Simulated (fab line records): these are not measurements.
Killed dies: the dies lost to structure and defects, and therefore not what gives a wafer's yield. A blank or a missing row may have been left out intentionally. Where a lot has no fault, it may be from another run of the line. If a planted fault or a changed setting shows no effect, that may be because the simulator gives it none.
Code-filled problem report in 8D (eight disciplines) form :: flow nand-harc :: the parts of the form that need people (team, actions taken, sign-off) are left out

## 1. PROBLEM STATEMENT
killed-at-array at NHARC_END_SORT_01 reads a mean of 650 on 3 wafers of 2 lots; wafers without a fault read 25 with a standard deviation of 7.8. Measured from the usual mean, that is +80 standard deviations.
Seen first at day 20 23:43 on prober-01, wafer L238.2. The record holds 6 wafers of 2 lots with a number at this step. The rule behind "out" and "out of limits": a value lying over 4 standard deviations away from the usual mean. Any other wafer with a number is counted as sound.

## 2. WHAT IT IS, WHAT IT ISN'T
question: which readings at this step
is: killed-at-array, killed-dies
is not: killed-at-other, killed-at-periphery, killed-short

question: which lots
is: L238, L242
is not: -

question: which wafers of those lots
is: L238.2, L238.4, L242.3
is not: L238.1, L242.2, L242.5

question: read on which gauges
is: prober-01
is not: -

question: when
is: from day 20 23:43
is not: up to then (1 sound wafer); but 2 sound wafers of L242 came after

## 3. SUSPECTS, AND WHAT RULES EACH OUT
Counting: if a tool at a process step up to the reading ran every lot that is out, it stays a suspect. Sound lots after the first of them don't rule it out here, since some wafers of a struck lot are sound.
- the gauge at NHARC_END_SORT_01: kept. All the wafers that are out were read on prober-01, and no step on other tools shows them out.
- pecvd-02 at NHARC_A_CONTACT_DEP_85 (deposits SiON, target thk 50 nm): kept. It ran every lot that is out, first L238 (day 18 16:06).
- rie-si-01 at NHARC_THIN_TSV_ETCH_15 (target depth 3000 nm, bosch target overetch cycles 2, bosch etch step 2.8 s): kept. It ran every lot that is out, first L238 (day 20 08:44).
- At NHARC_A_CONTACT_DEP_85, inside pecvd-02: chamber 0 took the wafers that are out, while their sound lot-mates went through chambers 1, 2.
Left after counting: pecvd-02 at NHARC_A_CONTACT_DEP_85, rie-si-01 at NHARC_THIN_TSV_ETCH_15, prober-01 at NHARC_END_SORT_01.

## 4. THE CAUSE (what the simulator had put in)
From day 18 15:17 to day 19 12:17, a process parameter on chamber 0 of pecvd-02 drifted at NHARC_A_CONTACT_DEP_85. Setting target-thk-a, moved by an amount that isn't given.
This tool is one of the 3 suspects left after counting.

## 5. THE CHAIN OF EFFECTS, in route order
Rows list readings where the struck wafers' mean (over those with a number) sits beyond 3 standard deviations from the usual. Only readings for which the record gives a usual standard deviation are gone through. hours: the time from each lot's start at the first step in this table that gives one to its start at this step, as a median over the lots. sigmas: the change in usual standard deviations.
hours: 0
step: NHARC_END_SORT_01
reading: killed-at-array
usual: 25
on struck wafers: 650
change: +625
sigmas: +80

hours: 0
step: NHARC_END_SORT_01
reading: killed-dies
usual: 29
on struck wafers: 655
change: +626
sigmas: +76

## 6. HOW IT WOULD HAVE BEEN CAUGHT EARLIER
Counted from the fault's start at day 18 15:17, it took 56 hours until the first out-of-limits reading at a measuring or inspecting step in this record, taken at day 20 23:43.
An alarm limit of 4 standard deviations would not have fired on the tool readings at NHARC_A_CONTACT_DEP_85 for which the record gives a usual standard deviation, since none of them was out on any struck wafer.
The start of NHARC_A_CONTACT_DEP_85 on pecvd-02 came by day 20 23:43 for every one of the lots that are out (2). None of them would have been spared by holding the tool at that moment.
